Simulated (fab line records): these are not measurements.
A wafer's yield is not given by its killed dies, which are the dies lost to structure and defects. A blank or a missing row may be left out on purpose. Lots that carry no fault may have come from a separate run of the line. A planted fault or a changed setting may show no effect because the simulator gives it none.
A lot that was struck, set against a sound lot | flow n5Finfet | 15 out of 1938 route steps
Sound: wafers L543.1, L543.3, L543.6. Struck: wafer L549.6; the same lot's L549.3 was not struck, so it is left out; see the end for the cause.
For every step that has rows: the tool of each side, followed by ch and its chambers, followed by its first start. Under that, the readings that differ: sound wafers | struck wafers | difference of the means | sigmas: that difference in standard deviations of wafers without a fault.
alike: readings with means less than 2 such deviations apart, plus words and numbers identical on both sides. not compared: withheld readings, readings lacking a value on some wafer, bounds such as >300 that could conceal the same value, and numbers that have no deviation in the record and whose values overlap.
The two part at a step that has a row with sigmas, a row that says differs or no value, or rows on one side only. When numbers do not overlap yet have no deviation, they are printed without sigmas and do not part them. A reading that every wafer of one side lacks parts them only if that side has two wafers or more.

N5_BEOL_M11_VIA_ETCH_34: etches SiCOH lowk in C4F6/O2, target depth 184.5 nm, time 69.2 s.
  sound on rieDiel-06 ch 0,1,3, day 13 02:00; struck on rieDiel-06 ch 2, day 14 07:34
  alike: O2_flow_sccm, drypumpMotorCurrentA, oesProductAu, rfVppV, showerheadPlenumPTorr, throttleValvePct
  not compared: rfHoursCounterH
then, 1 step without rows for these wafers: N5_BEOL_M11_STRIP_73 (strips in C4F6/O2).
N5_BEOL_M11_STRIP_36: strips in N2/H2.
  sound on rieDiel-06 ch 0,1,3, day 13 02:04; struck on rieDiel-06 ch 2, day 14 07:38
reading    | sound          | struck | difference | sigmas
rfVppV (V) | 61.6 60.8 55.9 | 65.0   | +5.6       | +3
  alike: drypumpMotorCurrentA, oesProductAu, powerW, showerheadPlenumPTorr, throttleValvePct
  not compared: rfHoursCounterH
then, 1 step without rows for these wafers: N5_BEOL_M11_TRENCH_ETCH_37 (etches SiCOH lowk in C4F6/O2, target depth 148.83 nm, time 48 s).
N5_BEOL_M11_ETCH_41: etches SiCN in CH3F/O2, target depth 42.6 nm, time 86 s.
  sound on rieDiel-06 ch 0,1,3; struck on rieDiel-06 ch 2
reading              | sound             | struck | difference | sigmas
throttleValvePct (%) | 16.75 16.45 16.47 | 16.18  | -0.38      | -2
  alike: O2_flow_sccm, drypumpMotorCurrentA, oesProductAu, rfVppV, showerheadPlenumPTorr
  not compared: rfHoursCounterH
N5_BEOL_M11_STRIP_77: strips in N2/H2, time 10 s.
  sound on rieDiel-06 ch 0,1,3; struck on rieDiel-06 ch 2
  alike: drypumpMotorCurrentA, oesProductAu, rfVppV, showerheadPlenumPTorr, throttleValvePct
  not compared: rfHoursCounterH
N5_BEOL_M11_OCD_MEAS_38:
  struck on ocd-01, day 14 07:52; sound on ocd-02, day 13 02:17
reading            | sound       | struck | difference | sigmas
trenchDepthNm (nm) | 145 148 145 | 153    | +7         | +2
then, 4 steps without rows for these wafers: N5_BEOL_M11_HM_STRIP_39 (strips TiN in peroxide tin strip, target depth 25 nm, time 158 s); N5_BEOL_M11_SRD_40 (time 30 s); N5_BEOL_M11_PRECLEAN_42 (cleans in residue remover, time 60 s); N5_BEOL_M11_SRD_43 (time 30 s).
N5_BEOL_M11_CD_MEAS_35: target cd 70 nm.
  struck on cdSem-03, day 14 08:01; sound on cdSem-03, day 13 02:26
  alike: cdNm
N5_BEOL_M11_CURE_72: cures SiCOH lowk, time 120 s.
  sound on uvCure-02 ch 1, day 13 02:29; struck on uvCure-02 ch 2, day 14 08:09
reading        | sound             | struck | difference | sigmas
runLengthS (s) | 178.0 178.7 178.6 | 225.8  | +47.4      | +39
  alike: lampPowerPct, wafer_temp_C_max
N5_BEOL_M11_DEGAS_44: time 60 s.
  struck on pvdSputter-01, day 14 10:00; sound on pvdSputter-03, day 13 02:50
  alike: heaterPowerW
N5_PASSIVATION_PROBE_49:
  struck on prober-01, day 16 06:46; sound on prober-01, day 14 23:33
reading          | sound    | struck | difference | sigmas
killedAtFrontEnd | 50 66 74 | 36     | -27        | -2
killedAtOther    | 5 12 10  | 2      | -7         | -2
  alike: defectLimitedYield, killed_at_M0_to_M3, killed_at_M4_up, killedAtContacts, killedDies, killedOpen, killedShort, sort_bin_5_function, sort_bin_6_memory, sort_bin_8_speed, sortNPass, sortYieldPct

## WHERE THEY PART
At N5_BEOL_M11_STRIP_36 first; at N5_PASSIVATION_PROBE_49 last (within this record only).

WHY: whatever the simulator had introduced
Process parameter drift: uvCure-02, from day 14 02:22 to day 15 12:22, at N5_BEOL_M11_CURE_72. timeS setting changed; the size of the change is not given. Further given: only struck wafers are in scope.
